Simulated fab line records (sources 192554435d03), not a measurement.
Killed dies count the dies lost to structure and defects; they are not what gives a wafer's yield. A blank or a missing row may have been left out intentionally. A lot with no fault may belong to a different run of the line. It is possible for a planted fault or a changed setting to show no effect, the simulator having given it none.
A lot that was struck, set against a sound lot ; flow n5_finfet ; 44 out of 1938 route steps
Sound: the wafers L889.1, L889.4, L889.5. Struck: wafer L878.5 (L878.3, L878.4, from the same lot, were not struck and are left out); the cause is given at the end.
Order at every step that has rows: each side's tool, ch and its chambers, its first start. Under that, the readings that differ: sound wafers ; struck wafers ; difference of the means ; sigmas: that difference in standard deviations of wafers without a fault.
alike: readings whose means differ by less than 2 such deviations, and words and numbers that are the same on both sides. not compared: withheld readings, readings that some wafer has no value for, bounds like >300 that may hide the same value, and numbers for which the record gives no deviation and whose values overlap.
Wherever a step has rows on one side only, a row that says differs or no value, or a row with sigmas, the two part there. Numbers that don't overlap but have no deviation are shown without sigmas and don't part them. A reading missing from all wafers of one side parts the sides only when that side holds two or more wafers.

first, 3 steps without rows for these wafers: N5_BEOL_M3_ANNEAL_95 (time 240 s); N5_BEOL_M3_SPUTTER_96 (material Cu, target thk 4.5 nm, time 8.29 s); N5_BEOL_M3_ECD_50 (material Cu, target thk 300 nm).
N5_BEOL_M3_ANNEAL_51: time 90 s.
  sound on rtp_anneal-02 ch 0, day 13 01:14; struck on rtp_anneal-02 ch 0, day 10 08:22
  alike: wafer_temp_C_max
then, 1 step without rows for these wafers: N5_BEOL_M3_CMP_52 (polishes, stops on SiOC, t overpolish 6.8 s, target thk 40 nm).
N5_BEOL_M3_THK_MEAS_53: measures by xrf.
  sound on film_metro-02, day 13 02:02; struck on film_metro-02, day 10 08:52
reading;sound;struck;difference;sigmas
M3_THK (nm);39.0 40.8 40.9;43.9;+3.7;+3
N5_BEOL_M3_PRE_CLEAN_60: time 15 s.
  sound on cvd_co-02 ch 0,1,2, day 13 02:07; struck on cvd_co-01 ch 0, day 10 08:53
  alike: heater_power_w
then, 3 steps without rows for these wafers: N5_BEOL_M3_CO_CAP_55 (material Co, precursor CCTBA/H2, target thk 2 nm, time 102.1 s); N5_BEOL_M3_PRE_CLEAN_56 (time 15 s); N5_BEOL_M3_DEP_57 (deposits SiCN from 3MS/NH3, target thk 8 nm, time 14 s).
N5_BEOL_M3_RS_MEAS_58: the measuring method here is four-point-probe.
  sound on film_metro-01, day 13 02:20; struck on film_metro-02, day 10 09:07
reading;sound;struck;difference;sigmas
M3_RS (ohm/sq);0.686 0.651 0.647;0.595;-0.066;-2
N5_BEOL_M3_INSPECT_59: inspects for defects (darkfield).
  sound on defect_inspect-02, day 13 02:22; struck on defect_inspect-02, day 10 09:09
reading;sound;struck;difference;sigmas
raw_defect_count;75 61 65;116;+49;+2
N5_BEOL_M4_ILD_DEP_00: deposits SiOC from DEMS/O2, target thk 79 nm, time 15.3 s.
  sound on pecvd-01 ch 1,2, day 13 02:23; struck on pecvd-01 ch 1, day 10 09:11
reading;sound;struck;difference;sigmas
model.SiOC_of_BEOL_M4_ILD_DEP_00.thk_nm (nm);80.4 80.8 80;39.2;-41.2;
  alike: heater_power_w, showerhead_plenum_p_Torr, throttle_valve_pct
N5_BEOL_M4_THK_MEAS_01:
  sound on film_metro-02, day 13 02:28; struck on film_metro-02, day 10 09:15
reading;sound;struck;difference;sigmas
M4_ILD_THK (nm);80.5 80.8 80.0;39.2;-41.2;-37
N5_BEOL_M4_PECVD_72: deposits SiO2 from TEOS/O2, target thk 16 nm, time 18 s.
  sound on pecvd-04 ch 0,1,2, day 13 02:30; struck on pecvd-03 ch 0, day 10 09:18
  alike: heater_power_w, showerhead_plenum_p_Torr, throttle_valve_pct
N5_BEOL_M4_HM_DEP_02: deposits TiN, target thk 20 nm.
  sound on pvd_sputter-02, day 13 02:33; struck on pvd_sputter-02, day 10 09:34
  alike: throttle_valve_pct
then, 9 steps without rows for these wafers: N5_BEOL_M4_COAT_61 (time 60 s, resist thk 60 nm); N5_BEOL_M4_COAT_62 (time 60 s, resist thk 12 nm); N5_BEOL_M4_COAT_73 (time 60 s, resist thk 5 nm); N5_BEOL_M4_COAT_05 (resist thk 30 nm); N5_BEOL_M4_EBR_07; N5_BEOL_M4_SOFTBAKE_06 (time 60 s); N5_BEOL_M4_EXPOSE_08 (exposes mask M4); N5_BEOL_M4_PEB_09 (peb time 60 s); N5_BEOL_M4_DEVELOP_10 (develop time 30 s).
N5_BEOL_M4_CD_MEAS_11: target cd 16.79 nm.
  sound on cd_sem-01 ch 0, day 13 03:04; struck on cd_sem-01 ch 0, day 10 09:57
  alike: cd_nm
N5_BEOL_M4_OVL_MEAS_12:
  sound on overlay-02 ch 0, day 13 03:06; struck on overlay-01 ch 0, day 10 09:59
  alike: M4_OVL
N5_BEOL_M4_INSPECT_13: inspects for defects (brightfield).
  sound on defect_inspect-02, day 13 03:10; struck on defect_inspect-01, day 10 10:02
  alike: raw_defect_count
then, 3 steps without rows for these wafers: N5_BEOL_M4_DESCUM_16 (chemistry O2, time 7 s); N5_BEOL_M4_ETCH_74 (etches underlayer in N2/H2, target depth 6.5 nm, time 5.2 s); N5_BEOL_M4_ETCH_63 (etches SiARC in CF4, target depth 15.6 nm, time 26 s).
N5_BEOL_M4_ETCH_64: etches SOC in N2/H2, target depth 75 nm, overetch 22.5 nm, time 121.9 s.
  sound on rie_diel-05 ch 2,3, day 13 03:17; struck on rie_diel-05 ch 2, day 10 10:10
  alike: drypump_motor_current_A, oes_product_au, rf_vpp_V, showerhead_plenum_p_Torr, throttle_valve_pct
  not compared: rf_hours_counter_h
then, 5 steps without rows for these wafers: N5_BEOL_M4_STRIP_65 (strips in N2/H2); N5_BEOL_M4_STRIP_75 (strips in N2/H2); N5_BEOL_M4_STRIP_66 (strips in CF4); N5_BEOL_M4_HM_OPEN_17 (chemistry Cl2/BCl3, target TiN, target depth 20 nm, overetch 6 nm); N5_BEOL_M4_STRIP_19 (strips in O2).
N5_BEOL_M4_CD_MEAS_18: pitch 36 nm, target cd 18 nm.
  sound on cd_sem-01, day 13 03:38; struck on cd_sem-03, day 10 10:31
  alike: cd_nm
then, 4 steps without rows for these wafers: N5_BEOL_M4_COAT_67 (time 60 s, resist thk 60 nm); N5_BEOL_M4_COAT_68 (time 60 s, resist thk 12 nm); N5_BEOL_M4_COAT_76 (time 60 s, resist thk 5 nm); N5_BEOL_M4_COAT_22 (resist thk 30 nm).
N5_BEOL_M4_CMP_52: polishes, stops on SiOC, t overpolish 6.8 s, target thk 40 nm.
  sound on cmp-04 ch 0,3, day 13 09:40; struck on cmp-02 ch 2, day 10 16:20
reading;sound;struck;difference;sigmas
clearing_platen_down_force_psi (psi);1.5028 1.4990 1.5027;1.4957;-0.0058;-2
motor_current_A (A);7.4 5.4 7.4;5.6;-1.1;-2
model.SiOC_of_BEOL_M4_ILD_DEP_00.thk_nm (nm);77.4 77.8 77;36.2;-41.2;
N5_BEOL_M4_RC_MEAS_101:
  the record has rows for the sound wafers here (prober-02 ch 0, day 13 10:16) and none for the struck ones

WHERE THEY PART
First at N5_BEOL_M3_THK_MEAS_53; last, within this record, at N5_BEOL_M4_RC_MEAS_101.

WHY: the cause the simulator had injected
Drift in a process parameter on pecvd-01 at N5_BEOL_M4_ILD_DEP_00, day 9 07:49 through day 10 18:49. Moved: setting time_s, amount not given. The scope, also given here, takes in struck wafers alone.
